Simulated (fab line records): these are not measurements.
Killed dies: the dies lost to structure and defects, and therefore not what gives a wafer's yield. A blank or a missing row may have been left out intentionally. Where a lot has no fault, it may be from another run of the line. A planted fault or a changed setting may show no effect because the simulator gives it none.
Matching of chambers ; flow n5_finfet ; N5_SDB_CUT_ETCH_26 on rie_si-06 has 4 sister chambers
The step etches Si in HBr/Cl2/O2, target depth 129.6 nm, bt time 20 s, time 51.8 s. 7 wafers are shown with their chamber, then 7 later ones without.

== EACH WAFER AND ITS CHAMBER ==
wafer;chamber;throttle_valve_pct (%);he_backside_leak_sccm (sccm)
L084.4;3;37.21;2.8
L085.1;2;36.99;3.0
L085.3;3;37.22;2.6
L088.2;0;37.72;2.6
L088.3;1;36.75;2.8
L088.5;1;36.74;2.9
L089.3;2;36.99;3.0

== WAFERS MISSING THEIR CHAMBER ==
wafer;throttle_valve_pct (%);he_backside_leak_sccm (sccm)
L089.5;37.22;2.7
L090.2;36.75;2.6
L090.3;37.20;2.9
L090.4;37.00;2.9
L092.2;37.00;3.0
L092.5;37.21;2.7
L092.6;37.74;2.8

== WHICH CHAMBER EACH ONE RAN IN ==
wafer;from the rows above;in truth
L089.5;3;3
L090.2;1;1
L090.3;3;3
L090.4;2;2
L092.2;2;2
L092.5;3;3
L092.6;0;0
Placed correctly: 7 of 7. Can't be placed from these rows: 0. Wrongly placed: 0.
How it was worked out, from the rows above alone: a wafer's distance from a chamber is the root of the sum, over the readings, of the square of ((its reading less the chamber's mean) divided by the reading's scatter). The wafer belongs to the nearest chamber; if the next one is less than 2 further off, it can't be placed. The mean given for a chamber averages the wafers shown for that chamber. The scatter is the square root of a quotient: the sum, over the shown wafers, of each reading's squared deviation from its chamber's mean, divided by wafers minus chambers.
